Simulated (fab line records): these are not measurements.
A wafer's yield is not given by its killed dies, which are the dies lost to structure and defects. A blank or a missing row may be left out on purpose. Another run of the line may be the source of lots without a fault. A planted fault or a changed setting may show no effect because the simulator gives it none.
Split-lot study | flow n5_finfet | 21 wafers read from 7 lots, route of 1938 steps

== THE SPLIT ITSELF ==
At N5_BEOL_M10_COAT_60 (time 60 s, resist thk 30 nm), the setting spin_rpm was moved away from the recipe's 1500 rpm on 8 of the 21 wafers read, by -10.1% to +10.1%. All remaining wafers had this setting at the recipe value.

The reading comes from the split's own step.

== THE READING ==
SiARC_of_BEOL_M10_COAT_60.thk_nm (the simulator's own value, which no gauge read), in nm, at N5_BEOL_M10_COAT_60 (time 60 s, resist thk 30 nm). The file does not state a usual value for it. Across the 13 wafers here that went through the recipe, the average is 30.0 nm and the standard deviation 0.11 nm.

wafer  | tool, chamber at the split | spin_rpm as run, rpm | against the recipe | SiARC_of_BEOL_M10_COAT_60.thk_nm, nm | against lot-mates on the recipe
L080.1 | litho_track-05, 0          | 1434                 | -4.4%              | 30.6                                 | +0.8
L080.2 | litho_track-05, 0          | 1500                 | recipe             | 29.8                                 | -
L080.3 | litho_track-05, 0          | 1434                 | -4.4%              | 30.4                                 | +0.6
L082.2 | litho_track-05, 0          | 1500                 | recipe             | 30                                   | -
L082.3 | litho_track-05, 0          | 1500                 | recipe             | 30                                   | -
L082.6 | litho_track-05, 0          | 1500                 | recipe             | 30.2                                 | -
L085.4 | litho_track-05, 0          | 1351                 | -9.9%              | 31.6                                 | +1.6
L085.6 | litho_track-05, 0          | 1351                 | -9.9%              | 31.6                                 | +1.6
L085.5 | litho_track-05, 0          | 1500                 | recipe             | 30                                   | -
L088.1 | litho_track-05, 0          | 1500                 | recipe             | 30                                   | -
L088.5 | litho_track-05, 0          | 1500                 | recipe             | 30                                   | -
L088.6 | litho_track-05, 0          | 1500                 | recipe             | 29.8                                 | -
L094.1 | litho_track-02, 0          | 1363                 | -9.1%              | 31.4                                 | +1.4
L094.2 | litho_track-02, 0          | 1500                 | recipe             | 30                                   | -
L094.5 | litho_track-02, 0          | 1500                 | recipe             | 30                                   | -
L097.3 | litho_track-01, 0          | 1500                 | recipe             | 30                                   | -
L097.4 | litho_track-01, 0          | 1500                 | recipe             | 30                                   | -
L097.6 | litho_track-01, 0          | 1652                 | +10.1%             | 28.6                                 | -1.4
L096.3 | litho_track-01, 0          | 1500                 | recipe             | 30.2                                 | -
L096.4 | litho_track-01, 0          | 1348                 | -10.1%             | 31.6                                 | +1.4
L096.5 | litho_track-01, 0          | 1348                 | -10.1%             | 31.6                                 | +1.4

THE FIT
A straight line over all 21 wafers: SiARC_of_BEOL_M10_COAT_60.thk_nm changes by -0.152 nm for each +1% of spin_rpm; r = -0.99; the points scatter about the line by 0.12 nm.
The same after taking each lot's own level away (the mean of its wafers on the recipe; 21 wafers): -0.147 nm for each +1%; r = -0.99; scatter 0.086 nm.
According to that fit, moving spin_rpm by its largest amount changes the reading by 1.5 nm.
The span of the lots' own levels, 29.80 to 30.20 nm, comes to 3.6 times the standard deviation stated above.
The two slopes are in agreement: the lot-to-lot level therefore moves the slope only a little.
Check: +1.53 nm against its lot-mates is what the line predicts for one of the wafers moved furthest among these (-10.1%) when that wafer is left out of the fit. It came out at +1.4 nm against them.

== OTHER SPLITS APPLIED TO THESE WAFERS ==
Note: prior to the reading, these wafers also went through further splits. Each is held against what the fit with the lots' levels taken away leaves over:
other split on the same wafers    | wafers away from the commonest value | r with SiARC_of_BEOL_M10_COAT_60.thk_nm (lot level and that fit taken away)
N5_BEOL_M7_HM_DEP_02 target_thk_a | 7                                    | -0.28
N5_BEOL_M7_DESCUM_33 time_s       | 7                                    | +0.05
N5_BEOL_M7_ETCH_66 bias_w         | 6                                    | -0.10
N5_BEOL_M8_PEB_09 peb_time_s      | 5                                    | -0.02
N5_BEOL_M9_ETCH_66 time_s         | 7                                    | -0.01

== FILE'S OWN FIT ==
SiARC_of_BEOL_M10_COAT_60.thk_nm changes by -0.148 nm for each +1% of spin_rpm, r = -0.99.
